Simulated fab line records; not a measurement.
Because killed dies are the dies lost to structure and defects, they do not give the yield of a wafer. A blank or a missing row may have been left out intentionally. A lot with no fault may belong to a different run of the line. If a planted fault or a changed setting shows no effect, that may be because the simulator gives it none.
Split-lot experiment | flow n5Finfet | on a route of 1938 steps: 7 lots, 21 wafers read

## ON THE SPLIT
At N5_BEOL_M15_TRENCH_ETCH_34 (etches SiO2 in C4F8/O2/Ar, target depth 872.93 nm, time 199 s), the setting timeS was moved away from the recipe's 199 s on 6 of the 21 wafers read, by -9.9% to +21.1%. For the rest of the wafers, this setting stayed at what the recipe calls for.

## FROM THE SPLIT TO THE READING: what the file shows between them, 7 steps
- N5_BEOL_M15_STRIP_36: strips in O2
- N5_BEOL_M15_ECD_47: material Cu, target thk 1860 nm
- N5_BEOL_M15_ANNEAL_48: time 90 s
- N5_BEOL_M15_CMP_49: polishes, stops on SiO2, t overpolish 4.9 s, target thk 850 nm
- N5_BEOL_M15_THK_MEAS_50: measures by xrf
- N5_BEOL_M15_PRE_CLEAN_52: time 15 s
- N5_BEOL_M15_DEP_53: deposits SiCN from 3MS/NH3, target thk 50 nm, time 17.8 s

## THE READING
M15_RS, in ohm/sq, at N5_BEOL_M15_RS_MEAS_54 (measures by four-point-probe). Fault-free wafers of this fab line usually give 0.0217 ohm/sq, standard deviation 0.0005 ohm/sq.

wafer  | tool, chamber at the split | timeS as run, s | against the recipe | M15_RS, ohm/sq | against lot-mates on the recipe
L078.1 | rieDiel-04, 2              | 179.2           | -9.9%              | 0.0243         | +0.0029
L078.2 | rieDiel-04, 0              | 199             | recipe             | 0.0214         | -
L078.6 | rieDiel-04, 2              | 179.2           | -9.9%              | 0.0245         | +0.0031
L080.1 | rieDiel-04, 1              | 241             | +21.1%             | 0.0173         | no lot-mate on the recipe
L080.2 | rieDiel-04, 3              | 241             | +21.1%             | 0.0179         | no lot-mate on the recipe
L080.6 | rieDiel-04, 0              | 241             | +21.1%             | 0.0177         | no lot-mate on the recipe
L092.1 | rieDiel-04, 3              | 199             | recipe             | 0.0210         | -
L092.3 | rieDiel-04, 1              | 199             | recipe             | 0.0214         | -
L092.4 | rieDiel-04, 1              | 199             | recipe             | 0.0215         | -
L093.2 | rieDiel-03, 1              | 199             | recipe             | 0.0222         | -
L093.5 | rieDiel-03, 1              | 199             | recipe             | 0.0222         | -
L093.6 | rieDiel-03, 0              | 199             | recipe             | 0.0218         | -
L094.3 | rieDiel-01, 0              | 199             | recipe             | 0.0213         | -
L094.4 | rieDiel-01, 2              | 199             | recipe             | 0.0224         | -
L094.5 | rieDiel-01, 0              | 199             | recipe             | 0.0212         | -
L096.1 | rieDiel-03, 1              | 199             | recipe             | 0.0221         | -
L096.5 | rieDiel-03, 2              | 199             | recipe             | 0.0223         | -
L096.6 | rieDiel-03, 1              | 199             | recipe             | 0.0220         | -
L097.2 | rieDiel-04, 3              | 199             | recipe             | 0.0212         | -
L097.4 | rieDiel-04, 0              | 199             | recipe             | 0.0213         | -
L097.5 | rieDiel-04, 2              | 220             | +10.6%             | 0.0198         | -0.0014

THE FIT
A straight line over all 21 wafers: M15_RS changes by -0.000205 ohm/sq for each +1% of timeS; r = -0.97; the points scatter about the line by 0.00047 ohm/sq.
The same after taking each lot's own level away (the mean of its wafers on the recipe; 18 wafers): -0.000239 ohm/sq for each +1%; r = -0.93; scatter 0.00042 ohm/sq.
The reading moves by 0.005 ohm/sq for the largest change in timeS, on that fit.
From 0.02125 to 0.02213 ohm/sq: that is the span of the lots' own levels, equal to 1.8 times the standard deviation above.
In other words, the slope is changed by the lot-to-lot level; the two fits disagree.
Check: -0.00318 ohm/sq against its lot-mates is what the line predicts for one of the wafers moved furthest among these (+10.6%) when that wafer is left out of the fit. It came out at -0.00145 ohm/sq against them.

## THESE WAFERS: OTHER SPLITS
Before the reading, these wafers also passed through other splits. Each is held against what the fit with the lots' levels taken away leaves over:
other split on the same wafers | wafers away from the commonest value | r with M15_RS (lot level and that fit taken away)
N5_BEOL_M14_EXPOSE_25 doseMj   | 5                                    | -0.25
N5_BEOL_M14_ETCH_68 timeS      | 8                                    | +0.21
N5_BEOL_M15_COAT_22 spinRpm    | 9                                    | +0.09

## THE WHOLE CHAIN: every reading that the file lists as answering this split, in the file's order
step                       | what it does                                                   | reading                                                                      | change (the file's fit)               | r (the file's)
N5_BEOL_M15_TRENCH_ETCH_34 | etches SiO2 in C4F8/O2/Ar, target depth 872.93 nm, time 199 s  | etch.depthNm (the simulator's own value, which no gauge read)                | +8.06 nm for each +1% of the setting  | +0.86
N5_BEOL_M15_CMP_49         | polishes, stops on SiO2, t overpolish 4.9 s, target thk 850 nm | Cu_of_BEOL_M15_ECD_47.thkNm (the simulator's own value, which no gauge read) | +8.08 nm for each +1% of the setting  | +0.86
N5_BEOL_M15_THK_MEAS_50    | measures by xrf                                                | M15_THK                                                                      | +7.8 for each +1% of the setting      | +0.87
N5_BEOL_M15_RS_MEAS_54     | measures by four-point-probe                                   | M15_RS                                                                       | -0.000214 for each +1% of the setting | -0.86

## FILE'S OWN FIT
M15_RS changes by -0.000214 ohm/sq for each +1% of timeS, r = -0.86.
